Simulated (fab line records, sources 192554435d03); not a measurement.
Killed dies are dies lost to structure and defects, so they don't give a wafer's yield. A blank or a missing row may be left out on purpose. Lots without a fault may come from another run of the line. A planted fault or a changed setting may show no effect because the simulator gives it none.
Problem report in the 8D (eight disciplines) form, filled by code | flow n5_finfet | the parts of the form that need people (team, actions taken, sign-off) are left out

1. THE PROBLEM
chamber_pressure_pa at N5_BEOL_M8_SPUTTER_48 reads a mean of 0.11891 Pa on 6 wafers of 2 lots; wafers without a fault read 0.12999 Pa with a standard deviation of 0.00028. That is -40 standard deviations from the usual mean.
The step: material Cu, target thk 10 nm, time 1.667 s.
First seen on wafer L976.2, day 13 05:59, on pvd_sputter-03. The record holds 18 wafers of 6 lots with a number at this step. Rule for "out", or "out of limits": more than 4 standard deviations from the usual mean. The other wafers with a number count as sound.

2. WHAT IT IS AND WHAT IT IS NOT
question                    | is                     | is not
which readings at this step | chamber_pressure_pa    | throttle_valve_pct
which lots                  | L976, L977             | L966, L968, L987, L989
which wafers of those lots  | all that have a number | -
read on which tools         | pvd_sputter-03         | pvd_sputter-01
when                        | from day 13 05:59      | up to then (6 sound wafers); but 6 sound wafers of L987, L989 came after

3. SUSPECTS, AND WHAT RULES EACH OUT
Counting: a tool at a process step up to the reading stays a suspect if it ran every lot that is out and no sound lot after the first of them.
- pvd_sputter-01 at N5_BEOL_M8_DEGAS_44 (time 60 s): kept. It ran every lot that is out, first L976 (day 13 01:49), and no sound lot after that; its last sound lot up to then is L966 (day 10 13:41).
- pvd_sputter-01 at N5_BEOL_M8_PRE_CLEAN_45 (time 30 s): kept. It ran every lot that is out, first L976 (day 13 01:51), and no sound lot after that; its last sound lot up to then is L966 (day 10 13:43).
- pvd_sputter-03 at N5_BEOL_M8_SPUTTER_48 (material Cu, target thk 10 nm, time 1.667 s): kept. It ran every lot that is out, first L976 (day 13 05:59), and no sound lot after that; its last sound lot up to then is L968 (day 11 00:53). Its own readings are out on those wafers: chamber_pressure_pa.
Left after counting: pvd_sputter-01 at N5_BEOL_M8_DEGAS_44, pvd_sputter-01 at N5_BEOL_M8_PRE_CLEAN_45, pvd_sputter-03 at N5_BEOL_M8_SPUTTER_48.

4. THE CAUSE (what the simulator had put in)
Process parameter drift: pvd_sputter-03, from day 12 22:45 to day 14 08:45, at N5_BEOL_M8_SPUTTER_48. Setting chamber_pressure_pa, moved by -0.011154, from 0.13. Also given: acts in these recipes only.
Counting left 3 suspects, and this tool is among them.

5. THE CHAIN OF EFFECTS, in route order
Each row: a reading whose mean over the struck wafers that have a number lies more than 3 standard deviations from the usual. Only readings for which the record gives a usual standard deviation are gone through. hours: the time from each lot's start at the first step in this table that gives one to its start at this step, as a median over the lots. sigmas: the change in usual standard deviations.
hours | step                    | reading             | usual      | on struck wafers | change   | sigmas
0     | N5_BEOL_M8_SPUTTER_48   | chamber_pressure_pa | 0.12999 Pa | 0.11891          | -0.01108 | -40
70    | N5_PASSIVATION_PROBE_49 | sort_bin_8_speed    | 0.00 %     | 0.06             | +0.06    | +3.5
The process steps in it:
- N5_BEOL_M8_SPUTTER_48: material Cu, target thk 10 nm, time 1.667 s.
- N5_PASSIVATION_PROBE_49

6. WHAT WOULD HAVE CAUGHT IT SOONER
In this record the first reading out of limits was taken at day 13 05:59, 7 hours after the fault began at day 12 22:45.
